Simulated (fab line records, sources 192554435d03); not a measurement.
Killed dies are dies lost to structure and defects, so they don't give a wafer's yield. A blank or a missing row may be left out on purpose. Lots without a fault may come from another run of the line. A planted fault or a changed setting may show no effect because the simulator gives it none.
Chamber matching | flow n5_finfet | N5_BEOL_M10_PECVD_70 on pecvd-03: 3 sister chambers
The step deposits SiO2 from TEOS/O2, target thk 20 nm, time 22.7 s. 5 wafers are shown with their chamber, then 8 later ones without.

WAFERS WITH THEIR CHAMBER
wafer  | chamber | throttle_valve_pct (%) | heater_power_w (W)
L078.6 | 1       | 21.9                   | 860
L084.5 | 1       | 22.0                   | 910
L088.1 | 2       | 20.4                   | 795
L088.4 | 0       | 23.5                   | 660
L090.1 | 0       | 23.5                   | 695

WAFERS WITHOUT THEIR CHAMBER
wafer  | throttle_valve_pct (%) | heater_power_w (W)
L090.3 | 21.9                   | 799
L090.6 | 23.7                   | 683
L092.4 | 20.6                   | 733
L092.5 | 20.4                   | 757
L092.6 | 23.8                   | 601
L096.1 | 21.9                   | 929
L096.2 | 23.7                   | 584
L096.3 | 20.8                   | 754

WHICH CHAMBER EACH WENT THROUGH
wafer  | from the rows above | in truth
L090.3 | 1                   | 1
L090.6 | 0                   | 0
L092.4 | 2                   | 2
L092.5 | 2                   | 2
L092.6 | 0                   | 0
L096.1 | 1                   | 1
L096.2 | 0                   | 0
L096.3 | 2                   | 2
Placed correctly: 8 of 8. Can't be placed from these rows: 0. Placed wrongly: 0.
How it was worked out, from the rows above alone: a wafer's distance from a chamber is the root of the sum, over the readings, of the square of ((its reading less the chamber's mean) divided by the reading's scatter). The wafer belongs to the nearest chamber; if the next one is less than 2 further off, it can't be placed. A chamber's mean is the mean of its shown wafers. The scatter: the root of (the sum of the squares of (reading less its chamber's mean) over the shown wafers, divided by (wafers less chambers)).
